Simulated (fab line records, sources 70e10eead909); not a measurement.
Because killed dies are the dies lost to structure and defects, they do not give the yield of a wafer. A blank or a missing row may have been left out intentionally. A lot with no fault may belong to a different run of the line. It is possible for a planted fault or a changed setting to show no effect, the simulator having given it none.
Struck lot and sound lot, side by side ; flow nand-harc ; 14 out of 1302 route steps
Sound: these wafers, L272.1, L272.5, L272.6. Struck: wafer L264.4 (L264.1, L264.5, from the same lot, were not struck and are left out); the cause is given at the end.
At each step with rows: each side's tool, then ch and its chambers, then its first start. Under that, the readings that differ: sound wafers ; struck wafers ; difference of the means ; sigmas: that difference in standard deviations of wafers without a fault.
alike: readings with means less than 2 such deviations apart, plus words and numbers identical on both sides. not compared: withheld readings, readings lacking a value on some wafer, bounds such as >300 that could conceal the same value, and numbers that have no deviation in the record and whose values overlap.
A row with sigmas, a row that says differs or no value, or rows on one side alone: a step with any of these is where the two part. Numbers that don't overlap but have no deviation are shown without sigmas and don't part them. Lack of a reading on every wafer of one side parts them only where that side has two or more wafers.

NHARC_A_SLIT_ETCH_26: etches the open film in C4F8/O2/Ar, time 90 s, target depth 400 nm.
  sound on har-etch-01 ch 0,1, day 28 05:31; struck on har-etch-02 ch 0, day 24 15:34
reading;sound;struck;difference;sigmas
drypump-motor-current-A (A);6.1 6.1 6.4;5.5;-0.7;-2
  alike: showerhead-plenum-p-Torr, throttle-valve-pct
  not compared: rf-hours-counter-h
then, 1 step without rows for these wafers: NHARC_A_SLIT_STRIP_28 (strips in O2/COS).
NHARC_A_SLIT_ETCH_29: etches the open film in CF4/O2, target depth 100 nm, overetch 10 nm, time 55 s.
  sound on rie-diel-12 ch 0,3, day 28 06:25; struck on rie-diel-05 ch 3, day 24 16:26
  alike: drypump-motor-current-A, oes-product-au, rf-vpp-V, showerhead-plenum-p-Torr, throttle-valve-pct
  not compared: rf-hours-counter-h
NHARC_A_SLIT_STRIP_18: strips in O2.
  sound: rie-diel-12 ch 2,3; struck: rie-diel-05 ch 0
reading;sound;struck;difference;sigmas
showerhead-plenum-p-Torr (Torr);3.32 3.46 3.32;3.74;+0.37;+2
  alike: drypump-motor-current-A, oes-product-au, rf-vpp-V, throttle-valve-pct
  not compared: rf-hours-counter-h
then, 2 steps without rows for these wafers: NHARC_A_SLIT_PRECLEAN_19 (cleans in SC1); NHARC_A_SLIT_SRD_20.
NHARC_A_SLIT_CD_MEAS_21:
  sound: cd-sem-02 at day 28 06:56; struck: cd-sem-02 at day 24 16:59
  alike: cd-nm
then, 3 steps without rows for these wafers: NHARC_A_SIN_REMOVE_WET_00 (chemistry H3PO4, time 15300 s); NHARC_A_SIN_REMOVE_PRECLEAN_01 (cleans in SC1); NHARC_A_SIN_REMOVE_SRD_02.
NHARC_A_SIN_REMOVE_INSPECT_04:
  sound: defect-inspect-01 at day 28 13:32; struck: defect-inspect-02 at day 24 23:40
  alike: raw-defect-count
NHARC_A_WL_FILL_ALD_00: deposits Al2O3, target thk 3 nm, pulse time 3 s, ald cycles 30.
  sound on ald-hk-02 ch 0,2,3, day 28 14:08; struck on ald-hk-02 ch 3, day 24 23:44
reading;sound;struck;difference;sigmas
ald-cycles;30 30 30;33;+3;
  alike: heater-power-w, precursor-pulse-height-rel
NHARC_A_WL_FILL_RTA_01: time 5 s.
  sound on rtp-anneal-01 ch 0, day 28 14:21; struck on rtp-anneal-02 ch 0, day 24 23:59
reading;sound;struck;difference;sigmas
lamp-power-pct (%);29.2 29.2 29.1;32.5;+3.3;+2
lamp_zone_5_pct (%);29.2 29.1 29.2;32.5;+3.3;+2
  alike: wafer_temp_C_max
next, for these wafers, 1 step has no rows: NHARC_END_SORT_01.

== WHERE THEY PART ==
At NHARC_A_SLIT_ETCH_26 first; at NHARC_A_WL_FILL_RTA_01 last (within this record only).

WHY: what had been put in by the simulator
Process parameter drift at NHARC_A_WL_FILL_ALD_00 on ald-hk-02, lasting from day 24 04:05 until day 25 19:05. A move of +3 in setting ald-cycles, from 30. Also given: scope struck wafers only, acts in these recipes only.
